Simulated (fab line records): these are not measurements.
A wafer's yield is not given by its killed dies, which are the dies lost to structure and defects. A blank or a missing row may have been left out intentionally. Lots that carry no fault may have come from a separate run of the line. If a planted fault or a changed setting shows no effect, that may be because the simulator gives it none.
Matching of chambers + flow n5_finfet + rie_diel-02 running N5_BEOL_M0_ETCH_128: 4 sister chambers
The step etches SiCN in CF4/N2, target depth 12 nm, overetch 5.1 nm, time 21.4 s. 4 wafers are shown with their chamber, then 9 later ones without.

EACH WAFER AND ITS CHAMBER
| wafer  | chamber | showerhead_plenum_p_Torr (Torr) |
|--------|---------|---------------------------------|
| L085.6 | 3       | 2.17                            |
| L087.1 | 0       | 2.35                            |
| L087.2 | 1       | 2.13                            |
| L087.5 | 2       | 2.26                            |

WAFERS MISSING THEIR CHAMBER
| wafer  | showerhead_plenum_p_Torr (Torr) |
|--------|---------------------------------|
| L092.1 | 2.34                            |
| L092.2 | 2.16                            |
| L092.5 | 2.16                            |
| L095.1 | 2.13                            |
| L095.2 | 2.26                            |
| L095.3 | 2.34                            |
| L096.1 | 2.13                            |
| L096.4 | 2.16                            |
| L096.5 | 2.26                            |

EACH ONE'S CHAMBER
| wafer  | from the rows above | in truth |
|--------|---------------------|----------|
| L092.1 | 0                   | 0        |
| L092.2 | 3                   | 3        |
| L092.5 | 3                   | 3        |
| L095.1 | 1                   | 1        |
| L095.2 | 2                   | 2        |
| L095.3 | 0                   | 0        |
| L096.1 | 1                   | 1        |
| L096.4 | 3                   | 3        |
| L096.5 | 2                   | 2        |
Placed correctly: 9 of 9. Not placeable from these rows: 0. Number placed wrongly: 0.
How it was worked out, from the rows above alone: a wafer's distance from a chamber is the root of the sum, over the readings, of the square of ((its reading less the chamber's mean) divided by the reading's scatter). The wafer belongs to the nearest chamber; if the next one is less than 2 further off, it can't be placed. The mean given for a chamber averages the wafers shown for that chamber. The scatter (one wafer shown for each chamber): square how far every hidden wafer sits from the nearest shown wafer, average those squares and take the square root.
